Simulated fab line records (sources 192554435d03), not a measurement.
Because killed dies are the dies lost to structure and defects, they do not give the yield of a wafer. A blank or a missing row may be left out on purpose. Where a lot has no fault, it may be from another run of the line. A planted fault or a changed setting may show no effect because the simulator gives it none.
Chamber matching	flow n5_finfet	rie_diel-05 running N5_FIN_SAQP_STRIP_77: 4 sister chambers
The step strips in N2/H2, time 90 s. 4 wafers are shown with their chamber, then 7 later ones without.

== WAFERS, EACH WITH ITS CHAMBER ==
wafer	chamber	drypump_motor_current_A (A)
L083.2	1	5.4
L083.4	2	5.8
L088.2	3	6.7
L088.5	0	6.3

== WAFERS WHOSE CHAMBER IS MISSING ==
wafer	drypump_motor_current_A (A)
L088.6	6.6
L094.1	6.6
L094.5	5.4
L094.6	6.3
L096.3	6.3
L096.4	5.8
L096.6	6.6

== CHAMBER TAKEN BY EACH ==
wafer	from the rows above	in truth
L088.6	3	3
L094.1	3	3
L094.5	1	1
L094.6	0	0
L096.3	0	0
L096.4	2	2
L096.6	3	3
7 of 7 placed correctly. Not placeable from these rows: 0. Placed wrongly: 0.
How it was worked out, from the rows above alone: a wafer's distance from a chamber is the root of the sum, over the readings, of the square of ((its reading less the chamber's mean) divided by the reading's scatter). The wafer belongs to the nearest chamber; if the next one is less than 2 further off, it can't be placed. The mean given for a chamber averages the wafers shown for that chamber. The scatter: with one shown wafer a chamber, the root of the mean of the squares of how far each hidden wafer lies from its nearest shown one.
